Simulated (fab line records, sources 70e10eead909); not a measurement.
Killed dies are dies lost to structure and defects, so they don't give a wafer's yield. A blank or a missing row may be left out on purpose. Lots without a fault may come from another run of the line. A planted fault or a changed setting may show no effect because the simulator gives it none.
Chamber matching | flow nand_harc | NHARC_THIN_TSV_DEP_43 on pecvd-04: 3 sister chambers
The step deposits SiO2, target thk 1328.5 nm. 14 wafers are shown with their chamber, then 7 later ones without.

WAFERS WITH THEIR CHAMBER
wafer  | chamber | throttle_valve_pct (%) | showerhead_vpp_V (V)
L457.2 | 0       | 15.9                   | 1872
L457.5 | 1       | 15.9                   | 1890
L457.6 | 2       | 16.5                   | 1922
L458.2 | 1       | 15.7                   | 1916
L458.3 | 2       | 16.2                   | 1910
L458.4 | 2       | 16.3                   | 1911
L459.2 | 1       | 15.9                   | 1939
L459.4 | 1       | 15.6                   | 1945
L459.6 | 0       | 15.5                   | 1859
L460.1 | 1       | 15.7                   | 1887
L460.5 | 2       | 16.2                   | 1895
L460.6 | 0       | 16.0                   | 1852
L473.2 | 1       | 15.3                   | 1856
L473.3 | 0       | 15.8                   | 1866

SIGNATURES (means of the wafers above)
reading            | chamber 0 | chamber 1 | chamber 2 | scatter within a chamber
throttle_valve_pct | 15.800    | 15.683    | 16.300    | 0.202
showerhead_vpp_V   | 1862.25   | 1905.50   | 1909.50   | 24.2
Rule: a wafer's distance from a chamber is the root of the sum, over the readings, of the square of ((its reading less the chamber's mean) divided by the reading's scatter). The wafer belongs to the nearest chamber; if the next one is less than 2 further off, it can't be placed. The scatter: the root of (the sum of the squares of (reading less its chamber's mean) over the shown wafers, divided by (wafers less chambers)).

WAFERS WITHOUT THEIR CHAMBER
wafer  | throttle_valve_pct (%) | showerhead_vpp_V (V)
L473.5 | 16.2                   | 1905
L475.1 | 15.7                   | 1862
L475.4 | 16.2                   | 1877
L475.6 | 15.3                   | 1888
L476.2 | 15.5                   | 1897
L476.3 | 15.8                   | 1855
L476.4 | 16.0                   | 1903

WHICH CHAMBER EACH WENT THROUGH
wafer  | from the rows above          | in truth
L473.5 | 2                            | 2
L475.1 | can't be placed: 0 or 1      | 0
L475.4 | can't be placed: 2 or 0 or 1 | 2
L475.6 | can't be placed: 1 or 0      | 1
L476.2 | can't be placed: 1 or 0      | 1
L476.3 | can't be placed: 0 or 1      | 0
L476.4 | can't be placed: 2 or 1 or 0 | 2
Placed correctly: 1 of 7. Can't be placed from these rows: 6 (the true chamber is among the candidates in 6). Placed wrongly: 0.
